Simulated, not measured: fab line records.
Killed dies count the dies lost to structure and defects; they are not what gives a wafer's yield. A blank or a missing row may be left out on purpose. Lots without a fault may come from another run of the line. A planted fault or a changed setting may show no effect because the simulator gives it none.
fab line records | flow nand_harc | part 2 of 2: steps 25 to 35 of 35
record lots=5 | wafers=15 | last_day=24
route steps=1159 shown A_SGD_CUT@773 A_SLIT@779 A_SIN_REMOVE@804
lots that met no fault: taken from a fault-free run of the same line
start_h: hours from the record's opening day to when the first of the lot's shown wafers began | wait_h: time in hours since the lot's previous step | " repeats the value in the row above | L1.1+2: a single row standing in for several wafers | - value missing, or start not given | * or withheld: withheld | < > ~ a bound
route shown NAME@n: a module of which the file shows steps, and the number in the route of the first | usual: mean/standard deviation of fault-free wafers | same: alike in all rows | chamber/n: place in a boat | sites: per-site readings | _std_site: standard deviation across them | _edge_site: inner sites' mean taken away from outer sites' mean | radius_mm: how far each site lies from the wafer's centre | mask NAME#n: copy n | behind: the last tool/chamber to shape the wafer | hold: reason for holding the lot/hours on hold/outcome of the hold | device: names the non-switching transistor (n, p or np) | end of line: the route-end tests of the same wafers | step lacking rows: just its recipe | killed: not the wafer's yield, but the dies lost to structure and defects at the first sort | map: a wafer's dies, x killed, . not, _ none there
set.NAME: setting as actually run; set.NAME@STEP: the setting as run at that earlier step | model.NAME: the simulator's own value behind a step, which no gauge read
lots seen at some steps along the route; tables by step, rows by wafer
services: the hour from which a tool's chamber was out of use, counted from the record's first day as start_h (under 0 if before that day), plus the number of hours and why
## steps
# step NHARC_A_SLIT_ETCH_26
# recipe bias_v=400 | source_w=2000 | pressure_mtorr=25 | time_s=90 | ar_flow_sccm=375 | c4f8_flow_sccm=41.7 | o2_flow_sccm=83.3 | target_depth_a=4000 | chemistry=C4F8/O2/Ar
# usual drypump_motor_current_A=5.8/0.52 | showerhead_plenum_p_Torr=3.75/0.074 | throttle_valve_pct=27.619/0.0091
lot.wafer | tool        | chamber | start_h | wait_h | drypump_motor_current_A | rf_hours_counter_h | showerhead_plenum_p_Torr | throttle_valve_pct
L076.1    | har_etch-01 | 0       | 338.52  | 1.2    | 5.5                     | 11                 | 3.83                     | 27.613
L076.2    | "           | 1       | "       | "      | 6.6                     | 11                 | 3.83                     | 27.617
L076.6    | "           | 1       | "       | "      | 6.6                     | -                  | 3.83                     | 27.624
L078.2    | har_etch-01 | 0       | 344.30  | 1.3    | 5.5                     | 12                 | 3.83                     | 27.618
L078.5    | "           | 0       | "       | "      | 5.5                     | -                  | 3.83                     | 27.618
L078.6    | "           | 1       | "       | "      | 6.6                     | -                  | 3.82                     | 27.638
L083.3    | har_etch-02 | 1       | 375.98  | 0.8    | 5.2                     | -                  | 3.64                     | 27.618
L083.6    | "           | 1       | "       | "      | 5.2                     | -                  | 3.64                     | 27.627
L083.5    | "           | 0       | "       | "      | 5.8                     | -                  | 3.76                     | 27.618
L090.2    | har_etch-01 | 0       | 438.30  | 1.3    | 5.5                     | 53                 | 3.80                     | 27.611
L090.4    | "           | 1       | "       | "      | 6.6                     | -                  | 3.80                     | 27.607
L090.5    | "           | 0       | "       | "      | 5.5                     | -                  | 3.80                     | 27.623
L096.4    | har_etch-01 | 1       | 448.12  | 0.6    | 6.6                     | -                  | 3.80                     | 27.615
L096.5    | "           | 0       | "       | "      | 5.5                     | -                  | 3.80                     | 27.607
L096.6    | "           | 1       | "       | "      | 6.6                     | -                  | 3.80                     | 27.597
# step NHARC_A_SLIT_STRIP_28
# recipe o2_flow_sccm=400 | cos_flow_sccm=20 | ar_flow_sccm=0 | bias_w=0 | chemistry=O2/COS
lot.wafer  | tool        | chamber | start_h | wait_h
L076.1+2+6 | rie_diel-11 | 0,1,1   | 339.04  | 0.5
L078.2+5+6 | rie_diel-08 | 1,0,1   | 344.83  | 0.5
L083.3+6+5 | rie_diel-08 | 1,2,3   | 376.47  | 0.5
L090.2+4+5 | rie_diel-08 | 3,0,3   | 438.83  | 0.5
L096.4+6+5 | rie_diel-08 | 0,0,1   | 448.55  | 0.4
# step NHARC_A_SLIT_ETCH_29
# recipe target_depth_a=1000 | overetch_a=100 | time_s=55 | ion_energy_ev=100 | cf4_flow_sccm=80 | o2_flow_sccm=20 | ar_flow_sccm=0 | rf_w=300 | bias_w=100 | chemistry=CF4/O2
# usual drypump_motor_current_A=5.6/0.36 | oes_product_au=1.000/0.011 | rf_vpp_V=198.0/1.3 | showerhead_plenum_p_Torr=1.35/0.045 | throttle_valve_pct=13.398/0.01
lot.wafer | tool        | chamber | start_h | wait_h | drypump_motor_current_A | oes_product_au | rf_hours_counter_h | rf_vpp_V | showerhead_plenum_p_Torr | throttle_valve_pct
L076.2    | rie_diel-11 | 1       | 339.13  | 0.1    | 5.2                     | 0.981          | 9                  | 199.4    | 1.35                     | 13.403
L076.1    | "           | 2       | "       | "      | 5.6                     | 1.006          | 10                 | 197.9    | 1.38                     | 13.382
L076.6    | "           | 2       | "       | "      | 5.6                     | 1.012          | -                  | 196.7    | 1.38                     | 13.381
L078.2    | rie_diel-08 | 2       | 344.92  | 0.1    | 5.7                     | 0.999          | 3                  | 197.3    | 1.34                     | 13.416
L078.5    | "           | 1       | "       | "      | 5.3                     | 1.011          | -                  | 197.3    | 1.26                     | 13.393
L078.6    | "           | 2       | "       | "      | 5.7                     | 0.998          | -                  | 198.7    | 1.34                     | 13.401
L083.3    | rie_diel-08 | 1       | 376.54  | 0.1    | 5.3                     | 0.993          | 6                  | 195.9    | 1.26                     | 13.405
L083.6    | "           | 3       | "       | "      | 6.0                     | 0.978          | -                  | 196.3    | 1.32                     | 13.396
L083.5    | "           | 0       | "       | "      | 6.0                     | 0.992          | -                  | 199.6    | 1.39                     | 13.410
L090.2    | rie_diel-08 | 0       | 438.92  | 0.1    | 5.9                     | 0.990          | 10                 | 198.9    | 1.39                     | 13.391
L090.4    | "           | 3       | "       | "      | 6.0                     | 0.990          | 9                  | 198.1    | 1.32                     | 13.395
L090.5    | "           | 1       | "       | "      | 5.3                     | 1.002          | -                  | 197.1    | 1.26                     | 13.420
L096.4    | rie_diel-08 | 0       | 448.64  | 0.1    | 6.0                     | 0.995          | 10                 | 198.4    | 1.39                     | 13.381
L096.5    | "           | 0       | "       | "      | 6.0                     | 1.011          | -                  | 197.8    | 1.39                     | 13.406
L096.6    | "           | 1       | "       | "      | 5.3                     | 1.005          | -                  | 196.9    | 1.26                     | 13.402
# step NHARC_A_SLIT_STRIP_18
# recipe o2_flow_sccm=500 | ar_flow_sccm=0 | bias_w=0 | chemistry=O2
# usual drypump_motor_current_A=5.6/0.35 | oes_product_au=1.001/0.011 | rf_vpp_V=57.8/0.92 | showerhead_plenum_p_Torr=3.57/0.12 | throttle_valve_pct=17.037/0.0094
lot.wafer | tool        | chamber | start_h | wait_h | drypump_motor_current_A | oes_product_au | rf_hours_counter_h | rf_vpp_V | showerhead_plenum_p_Torr | throttle_valve_pct
L076.1    | rie_diel-11 | 2       | -       | -      | 5.5                     | 1.011          | 10                 | 58.4     | 3.63                     | 17.030
L076.2    | "           | 3       | "       | "      | 5.4                     | 1.017          | 9                  | 57.1     | 3.57                     | 17.041
L076.6    | "           | 1       | "       | "      | 5.2                     | 0.996          | -                  | 58.0     | 3.56                     | 17.059
L078.2    | rie_diel-08 | 2       | -       | -      | 5.7                     | 1.015          | 3                  | 57.1     | 3.54                     | 17.027
L078.6    | "           | 3       | "       | "      | 6.1                     | 0.981          | -                  | 58.5     | 3.50                     | 17.043
L078.5    | "           | 0       | "       | "      | 6.0                     | 1.001          | -                  | 59.0     | 3.66                     | 17.039
L083.3    | rie_diel-08 | 0       | -       | -      | 6.0                     | 1.012          | 5                  | 58.0     | 3.66                     | 17.045
L083.5    | "           | 0       | "       | "      | 6.0                     | 1.005          | -                  | 59.3     | 3.66                     | 17.012
L083.6    | "           | 1       | "       | "      | 5.3                     | 0.999          | -                  | 57.3     | 3.33                     | 17.038
L090.4    | rie_diel-08 | 0       | -       | -      | 6.0                     | 0.990          | 10                 | 58.9     | 3.66                     | 17.039
L090.2    | "           | 1       | "       | "      | 5.3                     | 0.993          | 11                 | 57.4     | 3.33                     | 17.032
L090.5    | "           | 0       | "       | "      | 6.0                     | 0.988          | -                  | 57.8     | 3.66                     | 17.034
L096.4    | rie_diel-08 | 3       | -       | -      | 6.0                     | 0.996          | 9                  | 57.3     | 3.50                     | 17.034
L096.5    | "           | 1       | "       | "      | 5.4                     | 1.008          | -                  | 56.1     | 3.33                     | 17.030
L096.6    | "           | 2       | "       | "      | 5.7                     | 1.005          | -                  | 56.4     | 3.53                     | 17.043
# step NHARC_A_SLIT_PRECLEAN_19
# recipe time_s=* | temp_c=50 | bath_age_min=0 | chemistry=SC1
lot.wafer  | tool         | chamber | start_h | wait_h
L076.6+2+1 | wet_bench-01 | 1,3,6   | 339.53  | -
L078.2+6+5 | wet_bench-02 | 3,4,6   | 345.33  | -
L083.6+5+3 | wet_bench-04 | 0,1,5   | 376.93  | -
L090.5+2+4 | wet_bench-01 | 2,3,5   | 439.33  | -
L096.6+5+4 | wet_bench-04 | 0,4,5   | 449.03  | -
# step NHARC_A_SLIT_SRD_20
lot.wafer  | tool         | chamber | start_h | wait_h
L076.6+2+1 | wet_bench-01 | 1,3,6   | -       | -
L078.2+6+5 | wet_bench-02 | 3,4,6   | -       | -
L083.6+5+3 | wet_bench-04 | 0,1,5   | -       | -
L090.5+2+4 | wet_bench-01 | 2,3,5   | -       | -
L096.6+5+4 | wet_bench-04 | 0,4,5   | -       | -
# step NHARC_A_SLIT_CD_MEAS_21
# usual cd_nm=289.8/0.83
lot.wafer | tool      | chamber | start_h | wait_h | cd_nm
L076.1    | cd_sem-03 | -       | 339.67  | -      | 289.6
L076.2    | "         | -       | "       | "      | 289.9
L076.6    | "         | -       | "       | "      | 288.5
L078.2    | cd_sem-02 | -       | 345.47  | -      | 288.7
L078.5    | "         | -       | "       | "      | 290.2
L078.6    | "         | -       | "       | "      | 290.1
L083.3    | cd_sem-03 | -       | 377.07  | -      | 288.8
L083.5    | "         | -       | "       | "      | 288.7
L083.6    | "         | -       | "       | "      | 289.9
L090.2    | cd_sem-02 | -       | 439.46  | -      | 289.1
L090.4    | "         | -       | "       | "      | 287.6
L090.5    | "         | -       | "       | "      | 287.5
L096.4    | cd_sem-03 | -       | 449.19  | -      | 291.4
L096.5    | "         | -       | "       | "      | 291.1
L096.6    | "         | -       | "       | "      | 290.4
# step NHARC_A_SIN_REMOVE_WET_00
# recipe temp_c=160 | time_s=15300 | chemistry=H3PO4
lot.wafer  | tool         | chamber | start_h | wait_h
L076.1+2+6 | wet_h3po4-01 | 1       | 341.57  | 1.9
L078.2+5+6 | wet_h3po4-02 | 1       | 348.05  | 2.6
L083.3+5+6 | wet_h3po4-01 | 1       | 379.61  | 2.5
L090.2+4+5 | wet_h3po4-01 | 0       | 440.49  | 1.0
L096.4+5+6 | wet_h3po4-01 | 0       | 449.51  | 0.3
# step NHARC_A_SIN_REMOVE_PRECLEAN_01
# recipe time_s=* | temp_c=50 | bath_age_min=0 | chemistry=SC1
lot.wafer  | tool         | chamber | start_h | wait_h
L076.6+2+1 | wet_bench-03 | 1,2,3   | 346.32  | 0.0
L078.6+2+5 | wet_bench-03 | 6,7,1   | 352.76  | 0.0
L083.3+6+5 | wet_bench-06 | 4,6,1   | 384.34  | 0.0
L090.4+5+2 | wet_bench-07 | 7,0,1   | 445.38  | 0.0
L096.6+4+5 | wet_bench-03 | 1,2,6   | 454.23  | 0.0
# step NHARC_A_SIN_REMOVE_SRD_02
lot.wafer  | tool         | chamber | start_h | wait_h
L076.6+2+1 | wet_bench-03 | 1,2,3   | -       | -
L078.6+2+5 | wet_bench-03 | 6,7,1   | -       | -
L083.3+6+5 | wet_bench-06 | 4,6,1   | -       | -
L090.4+5+2 | wet_bench-07 | 7,0,1   | -       | -
L096.6+4+5 | wet_bench-03 | 1,2,6   | -       | -
# step NHARC_A_SIN_REMOVE_INSPECT_04
# usual raw_defect_count=311/85
lot.wafer | tool              | chamber | start_h | wait_h | raw_defect_count
L076.1    | defect_inspect-01 | -       | 346.49  | 0.0    | 293
L076.2    | "                 | -       | "       | "      | 238
L076.6    | "                 | -       | "       | "      | 169
L078.2    | defect_inspect-01 | -       | 352.95  | 0.0    | 256
L078.5    | "                 | -       | "       | "      | 216
L078.6    | "                 | -       | "       | "      | 218
L083.3    | defect_inspect-02 | -       | 384.52  | 0.0    | 246
L083.5    | "                 | -       | "       | "      | 237
L083.6    | "                 | -       | "       | "      | 316
L090.2    | defect_inspect-02 | -       | 445.55  | 0.0    | 251
L090.4    | "                 | -       | "       | "      | 308
L090.5    | "                 | -       | "       | "      | 215
L096.4    | defect_inspect-01 | -       | 454.43  | 0.0    | 285
L096.5    | "                 | -       | "       | "      | 301
L096.6    | "                 | -       | "       | "      | 306
## services
tool            | chamber | start_h | hours | kind
har_etch-01     | -       | 307.25  | 17.0  | pm
rie_diel-10     | 2       | 309.88  | 47.2  | repair
litho_track-04  | -       | 316.00  | 7.0   | pm
wet_bench-03    | -       | 322.40  | 8.0   | pm
wet_bench-04    | -       | 339.20  | 8.0   | pm
rie_diel-10     | -       | 353.50  | 9.0   | pm
arfi_scanner-01 | -       | 355.52  | 6.7   | repair
rie_diel-08     | 3       | 364.42  | 8.7   | repair
rie_diel-11     | -       | 366.50  | 9.0   | pm
rie_diel-08     | -       | 366.91  | 0.2   | repair
arfi_scanner-01 | -       | 368.00  | 4.0   | pm
wet_bench-05    | -       | 372.83  | 8.0   | pm
rie_diel-12     | -       | 379.40  | 9.0   | pm
rie_diel-11     | 0       | 387.59  | 4.0   | repair
wet_bench-01    | -       | 389.60  | 8.0   | pm
rie_diel-10     | 1       | 397.67  | 4.3   | repair
acl_dep-03      | -       | 406.53  | 13.0  | pm
arfi_scanner-01 | -       | 408.27  | 1.6   | repair
rie_diel-12     | 3       | 409.55  | 3.1   | repair
pecvd-01        | -       | 418.50  | 13.0  | pm
rie_diel-12     | -       | 421.31  | 2.6   | repair
litho_track-01  | -       | 443.00  | 7.0   | pm
wet_bench-04    | -       | 449.89  | 0.9   | repair
wet_h3po4-01    | -       | 454.21  | 8.0   | pm
